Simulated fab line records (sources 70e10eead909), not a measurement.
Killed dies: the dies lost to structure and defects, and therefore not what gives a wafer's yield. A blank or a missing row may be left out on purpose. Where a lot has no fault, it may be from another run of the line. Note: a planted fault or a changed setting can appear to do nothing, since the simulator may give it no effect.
One fault through the eyes of 2 desks ; flow nandHarc ; each desk has only its own numbers; what lay behind them comes last

## THE METROLOGY DESK
What the gauges read, lot by lot, whatever tool the lot ran on: means of the sampled wafers that have a number. Marked OUT: a lot whose mean sits more than 4 standard deviations from the usual mean, which makes it out of limits; the brackets give that distance.
Columns: A = overlayXNm at NHARC_P_GATE_OVL_MEAS_27, usual 0.4 nm; B = overlayYNm at NHARC_P_GATE_OVL_MEAS_27, usual 0.2 nm; C = cdNm at NHARC_P_GATE_CD_MEAS_59, usual 718.7 nm
lot;first seen here;A;B;C
L721;day 5 16:06;1.3;1.1;719.1
L723;day 6 14:32;1.1;0.2;719.4
L725;day 7 11:22;1.6;-0.1;718.2
L727;day 8 07:44;-0.7;-1.2;718.5
L733;day 11 02:14;1.7;-1.1;719.0
L734;day 11 11:17;0.8;-0.3;719.5
L735;day 11 18:28;-0.0;-1.1;719.9
L736;day 12 03:11;0.5;0.1;704.0 (-9.2) OUT
L738;day 13 05:04;-0.2;0.5;703.6 (-9.4) OUT
L740;day 14 02:32;-0.2;1.2;701.9 (-10) OUT
L741;day 14 06:47;0.9;2.0;702.7 (-10) OUT
L742;day 14 14:25;0.8;0.4;719.4
Finding of this desk: L736, L738, L740, L741 out of limits; the first was L736 at day 12 16:43, on cdNm at NHARC_P_GATE_CD_MEAS_59. L721, L723, L725, L727, L733, L734, L735, L742: within limits.

## DESK OF THE TOOL OWNER: krfScanner-03
The tool's own readings at NHARC_P_GATE_EXPOSE_56 (exposes mask P PSD, target cd 720 nm): means of the sampled wafers that have a number, for each lot that ran on this tool. Marked OUT: a lot whose mean sits more than 4 standard deviations from the usual mean, which makes it out of limits; the brackets give that distance.
Columns: A = exposureDoseMJCm2 at NHARC_P_GATE_EXPOSE_56, usual 14.811
lot;first seen here;A
L721;day 6 05:33;14.811
L727;day 9 03:17;14.830
L733;day 11 21:51;14.802
L735;day 12 08:01;14.795
L736;day 12 16:33;13.470 (-96) OUT
L738;day 13 18:34;13.451 (-97) OUT
L740;day 14 16:18;13.430 (-99) OUT
L741;day 15 05:32;13.452 (-97) OUT
Finding of this desk: L736, L738, L740, L741 out of limits; the first was L736 at day 12 16:33, on exposureDoseMJCm2 at NHARC_P_GATE_EXPOSE_56. L721, L727, L733, L735: within limits.

## BROUGHT TOGETHER
At day 12 16:33, on L736, L738, L740, L741, the tool owner's desk was in a position to raise an alarm.
At day 12 16:43 the metrology desk could have sounded an alarm, on L736, L738, L740, L741.
The lots listed all ran NHARC_P_GATE_EXPOSE_56 on krfScanner-03.

## WHAT WAS PUT IN BY THE SIMULATOR
Drift in process parameters on krfScanner-03 at NHARC_P_GATE_EXPOSE_56, starting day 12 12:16. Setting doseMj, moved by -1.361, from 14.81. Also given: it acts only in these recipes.
Shown lots that were struck: L736, L738, L740, L741.
Time in hours from fault onset to the first out-of-limits reading at each desk: tool owner's desk 4, metrology desk 4.
